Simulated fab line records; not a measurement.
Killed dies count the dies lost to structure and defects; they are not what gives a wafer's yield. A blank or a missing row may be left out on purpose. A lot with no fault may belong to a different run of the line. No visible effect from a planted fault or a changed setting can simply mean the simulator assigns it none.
A single fault, viewed from 2 desks    flow n5 finfet    numbers are kept per desk, each desk with only its own; the story behind them comes last

## AT THE TOOL OWNER'S DESK: litho track-04
The tool's own readings at N5_BEOL_M14_PEB_08 (peb time 90 s): means of the sampled wafers that have a number, for each lot that ran on this tool. Any lot whose mean is over 4 standard deviations away from the usual mean is out of limits and marked OUT; that distance is given in the brackets.
Columns: A = heater power total W at N5_BEOL_M14_PEB_08, usual 172.6 W
lot   first seen here  A
L262  day 11 21:11     171.3
L265  day 12 15:55     172.5
L268  day 13 08:11     217.1 (+57) OUT
L270  day 14 09:16     202.0 (+38) OUT
L281  day 16 22:13     171.6
Finding of this desk: L268, L270 out of limits; the first was L268 at day 13 08:11, on heater power total W at N5_BEOL_M14_PEB_08. Within limits: L262, L265, L281.

## METROLOGY DESK
Lot by lot, what the gauges showed, no matter which tool ran the lot: averages of those sampled wafers that carry a number. Any lot whose mean is over 4 standard deviations away from the usual mean is out of limits and marked OUT; that distance is given in the brackets.
Columns: A = trench depth nm at N5_BEOL_M13_OCD_MEAS_35, usual 413 nm; B = cd nm at N5_BEOL_M14_CD_MEAS_10, usual 249.3 nm
lot   first seen here  A    B
L262  day 11 17:18     414  251.3
L263  day 12 02:16     411  249.4
L265  day 12 12:09     410  249.6
L268  day 13 05:37     413  231.6 (-16) OUT
L270  day 14 04:31     416  238.5 (-9.8) OUT
L277  day 15 07:44     409  249.7
L275  day 15 12:45     409  249.7
L278  day 15 18:37     415  249.7
L280  day 16 08:05     412  250.3
L281  day 16 18:04     412  248.7
L283  day 17 06:35     419  249.3
Finding of this desk: L268, L270 out of limits; the first was L268 at day 13 08:18, on cd nm at N5_BEOL_M14_CD_MEAS_10. Within limits: L262, L263, L265, L277, L275, L278, L280, L281, L283.

## BROUGHT TOGETHER
The tool owner's desk had the chance to raise an alarm at day 13 08:11 on L268, L270.
Metrology desk: alarm possible at day 13 08:18 on L268, L270.
All the named lots went through N5_BEOL_M14_PEB_08 on litho track-04.

## WHAT THE SIMULATOR HAD INSERTED
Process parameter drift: litho track-04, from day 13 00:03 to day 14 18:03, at N5_BEOL_M14_PEB_08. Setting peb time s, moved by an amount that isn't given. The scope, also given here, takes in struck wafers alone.
Lots struck among those shown: L268, L270.
Delay (hours) between the fault's onset and each desk's first out-of-limits reading: 8 at the tool owner's desk, 8 at the metrology desk.
